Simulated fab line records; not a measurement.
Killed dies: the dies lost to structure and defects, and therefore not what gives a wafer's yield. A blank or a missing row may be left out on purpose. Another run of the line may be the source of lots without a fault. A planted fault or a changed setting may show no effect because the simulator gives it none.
Chamber matching	flow n5-finfet	N5_BEOL_M13_DEP_53 on pecvd-02: 3 sister chambers
The step deposits SiCN from 3MS/NH3, target thk 50 nm, time 17.8 s. 6 wafers are shown with their chamber, then 7 later ones without.

## WAFERS WITH THEIR CHAMBER
wafer	chamber	throttle-valve-pct (%)	showerhead-plenum-p-Torr (Torr)
L078.4	1	18.0	4.143
L077.1	0	19.3	4.184
L077.5	0	19.2	4.184
L077.6	2	16.8	4.124
L086.2	2	16.8	4.142
L086.3	1	18.3	4.134

## WAFERS WITHOUT THEIR CHAMBER
wafer	throttle-valve-pct (%)	showerhead-plenum-p-Torr (Torr)
L086.5	19.3	4.186
L089.2	19.4	4.198
L089.3	19.3	4.193
L089.5	19.1	4.194
L096.1	16.7	4.151
L096.2	16.9	4.140
L096.4	16.6	4.132

## CHAMBER TAKEN BY EACH
wafer	from the rows above	in truth
L086.5	0	0
L089.2	0	0
L089.3	0	0
L089.5	0	0
L096.1	2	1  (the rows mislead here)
L096.2	2	2
L096.4	2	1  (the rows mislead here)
Placed correctly: 5 of 7. Left unplaced by these rows: 0. Wrongly placed: 2.
How it was worked out, from the rows above alone: a wafer's distance from a chamber is the root of the sum, over the readings, of the square of ((its reading less the chamber's mean) divided by the reading's scatter). The wafer belongs to the nearest chamber; if the next one is less than 2 further off, it can't be placed. For every chamber, the mean is computed from those of its wafers that are shown. The scatter: take each reading less its chamber's mean, square it, sum over the shown wafers, divide by the number of wafers less the number of chambers, and take the root.
